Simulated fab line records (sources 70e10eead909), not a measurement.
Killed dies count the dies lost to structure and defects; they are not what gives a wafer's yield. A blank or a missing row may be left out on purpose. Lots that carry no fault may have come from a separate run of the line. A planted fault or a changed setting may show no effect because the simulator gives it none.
Matching of chambers + flow nandHarc + aldMetal-03 running NHARC_A_CONTACT_ALD_18: 4 sister chambers
The step deposits TiN, target thk 3 nm, pulse time 1 s, ald cycles 150. 4 wafers are shown with their chamber, then 10 later ones without.

== WAFERS WITH THEIR CHAMBER ==
| wafer  | chamber | heaterPowerW (W) |
|--------|---------|------------------|
| L088.2 | 1       | 1053             |
| L088.4 | 2       | 1185             |
| L090.1 | 3       | 1082             |
| L090.4 | 0       | 1117             |

== WAFERS MISSING THEIR CHAMBER ==
| wafer  | heaterPowerW (W) |
|--------|------------------|
| L090.5 | 1223             |
| L091.1 | 1084             |
| L091.4 | 1193             |
| L091.6 | 1020             |
| L094.1 | 1052             |
| L094.4 | 1231             |
| L094.5 | 1234             |
| L095.1 | 1211             |
| L095.2 | 1046             |
| L095.4 | 1120             |

== THE CHAMBER EACH PASSED THROUGH ==
| wafer  | from the rows above          | in truth |
|--------|------------------------------|----------|
| L090.5 | 2                            | 2        |
| L091.1 | can't be placed: 3 or 1 or 0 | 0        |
| L091.4 | 2                            | 2        |
| L091.6 | can't be placed: 1 or 3      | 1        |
| L094.1 | can't be placed: 1 or 3      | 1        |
| L094.4 | 2                            | 2        |
| L094.5 | 2                            | 2        |
| L095.1 | 2                            | 2        |
| L095.2 | can't be placed: 1 or 3      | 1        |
| L095.4 | can't be placed: 0 or 3      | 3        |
Placed correctly: 5 of 10. Unplaceable from these rows: 5, with the true chamber sitting among the candidates in 5. Number placed wrongly: 0.
How it was worked out, from the rows above alone: a wafer's distance from a chamber is the root of the sum, over the readings, of the square of ((its reading less the chamber's mean) divided by the reading's scatter). If the next closest chamber is less than 2 further off than the closest, the wafer can't be placed; otherwise it belongs to the closest. A chamber's mean is the mean of its shown wafers. The scatter (one wafer shown for each chamber): square how far every hidden wafer sits from the nearest shown wafer, average those squares and take the square root.
